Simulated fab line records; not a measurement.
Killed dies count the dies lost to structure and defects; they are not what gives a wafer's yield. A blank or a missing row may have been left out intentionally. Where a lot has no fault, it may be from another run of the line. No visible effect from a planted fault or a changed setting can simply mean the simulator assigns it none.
Which tool was responsible?    flow n5Finfet    10 lots, 29 wafers sampled, at 4 steps of a route of 1938

== WHAT EACH GAUGE READ, for each wafer ==
N5_FIN_SAQP_INSPECT_40: inspects for defects (brightfield).
lot   measured     on                rawDefectCount
L918  day 2 03:52  defectInspect-02  276 360 309
L919  day 2 15:40  defectInspect-01  239 360 401
L921  day 2 21:40  defectInspect-02  184 313 163
L924  day 3 14:10  defectInspect-01  409 310 237
L925  day 3 21:26  defectInspect-01  219 285 221
L927  day 4 07:55  defectInspect-01  259 250
L928  day 4 17:30  defectInspect-01  202 188 179
L935  day 6 08:51  defectInspect-01  781 735 867
L936  day 6 14:10  defectInspect-01  639 612 643
L938  day 7 04:32  defectInspect-02  267 425 213

== EACH LOT AND THE TOOL THAT RAN IT (in order: tool; ch and the chambers of the sampled wafers; start) ==
lot   N5_FIN_SAQP_SPACER2_ETCHBACK_29   N5_FIN_SAQP_HM_OPEN_33            N5_FIN_SAQP_FIN_ETCH_36
L918  rieDiel-01 ch 2,3, day 2 02:59    rieDiel-06 ch 1,3, day 2 03:19    rieSi-04 ch 1,2, day 2 03:36
L919  rieDiel-06 ch 1,2, day 2 14:49    rieDiel-01 ch 1,3, day 2 15:07    rieSi-04 ch 0,1,2, day 2 15:25
L921  rieDiel-01 ch 0,2,3, day 2 20:50  rieDiel-06 ch 0,1,2, day 2 21:08  rieSi-01 ch 1,2,3, day 2 21:25
L924  rieDiel-06 ch 0,1, day 3 13:14    rieDiel-03 ch 0,1,2, day 3 13:37  rieSi-05 ch 0,2,3, day 3 13:55
L925  rieDiel-01 ch 0,3, day 3 20:37    rieDiel-06 ch 0,2, day 3 20:54    rieSi-05 ch 0,1,2, day 3 21:11
L927  rieDiel-06 ch 0,3, day 4 07:07    rieDiel-01 ch 0,1, day 4 07:22    rieSi-05 ch 1,2, day 4 07:40
L928  rieDiel-03 ch 0,1, day 4 16:38    rieDiel-03 ch 0,2,3, day 4 16:58  rieSi-01 ch 1,2, day 4 17:15
L935  rieDiel-03 ch 0,2,3, day 6 08:02  rieDiel-06 ch 0,1,2, day 6 08:19  rieSi-01 ch 0,2, day 6 08:36
L936  rieDiel-01 ch 0,3, day 6 13:16    rieDiel-06 ch 0,2, day 6 13:38    rieSi-05 ch 0,2,3, day 6 13:55
L938  rieDiel-03 ch 0,2,3, day 7 03:23  rieDiel-03 ch 1,2, day 7 03:59    rieSi-04 ch 1,2,3, day 7 04:17
- N5_FIN_SAQP_SPACER2_ETCHBACK_29: etches SiO2 in CHF3/O2, target depth 12.2 nm, time 6.1 s.
- N5_FIN_SAQP_HM_OPEN_33: chemistry CH3F/O2, target SiNx, target depth 49.4 nm, time 70.6 s.
- N5_FIN_SAQP_FIN_ETCH_36: etches the open film in HBr/Cl2/O2, target depth 120 nm, time 50.4 s.

== THE ANSWER, worked out from the rows above alone ==
Rule: what is usual is taken from the lots themselves. The widest of any qualifying gaps counts: lots, ordered by their means at a reading, are off when they make up no more than a third of the lots, leave a main group of 4 or more, and stand apart from it by 3 or more times the standard deviation of that group's means. Not used: any main group whose means are identical at the precision the tables above print for the reading. A lot without any number at a reading at which 4 lots or more have one is off too. The other lots that the step has rows for count as sound.
Off: L935, L936 (N5_FIN_SAQP_INSPECT_40, rawDefectCount). The main group has a mean of 272 with a standard deviation of 49.
If a tool, at a process step before that reading, ran all the lots that are off and no sound lot after the first of them, it fits. Those tools and the gauges at N5_FIN_SAQP_INSPECT_40 are tried in the same way. 2 tools fit, rieDiel-06 at N5_FIN_SAQP_HM_OPEN_33 and defectInspect-01 at N5_FIN_SAQP_INSPECT_40, so this cannot tell which one it is.

== WHAT THE SIMULATOR PUT IN ==
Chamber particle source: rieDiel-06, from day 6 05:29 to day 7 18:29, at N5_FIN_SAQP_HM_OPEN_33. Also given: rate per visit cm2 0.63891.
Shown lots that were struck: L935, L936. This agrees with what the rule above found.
